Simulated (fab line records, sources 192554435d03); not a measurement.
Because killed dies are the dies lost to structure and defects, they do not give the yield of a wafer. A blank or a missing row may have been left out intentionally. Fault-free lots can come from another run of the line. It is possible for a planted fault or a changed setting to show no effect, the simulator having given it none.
Which tool did it? ; flow n5_finfet ; at 1 step of a route of 1938, 10 lots with 29 wafers sampled

== WHAT THE GAUGES SHOWED, per wafer ==
N5_BEOL_M4_RC_MEAS_101.
lot;measured;on;DIBL_N (mV/V)
L510;day 8 18:04;prober-02;37.3 37.2
L511;day 9 03:12;prober-02;40.5 36.0 39.7
L517;day 10 08:30;prober-02;37.4 37.0 36.5
L518;day 10 21:14;prober-01;37.3 33.5 33.3
L520;day 10 21:34;prober-02;31.2 33.6 37.8
L519;day 11 02:05;prober-01;37.1 39.3 36.3
L523;day 11 05:06;prober-01;30.9 30.3 31.9
L528;day 13 09:14;prober-01;32.7 33.0 33.1
L531;day 13 09:18;prober-02;30.2 31.0 31.3
L532;day 14 06:27;prober-02;32.9 37.2 37.3

== TOOL THAT RAN EACH LOT (tool first, then ch and the chambers of the sampled wafers, then the start) ==
The record shows no process step preceding these readings.

== THE ANSWER, worked out from the rows above alone ==
Rule: the lots themselves supply what counts as usual. The widest of any qualifying gaps counts: lots, ordered by their means at a reading, are off when they make up no more than a third of the lots, leave a main group of 4 or more, and stand apart from it by 3 or more times the standard deviation of that group's means. The tables above print the reading to a certain number of digits; a main group whose means all agree to those digits is not used. Also off: a lot with no number at a reading for which 4 or more lots have one. The other lots that the step has rows for count as sound.
None of the lots is off at any reading shown; this tells nothing.

== WHAT THE SIMULATOR HAD INSERTED ==
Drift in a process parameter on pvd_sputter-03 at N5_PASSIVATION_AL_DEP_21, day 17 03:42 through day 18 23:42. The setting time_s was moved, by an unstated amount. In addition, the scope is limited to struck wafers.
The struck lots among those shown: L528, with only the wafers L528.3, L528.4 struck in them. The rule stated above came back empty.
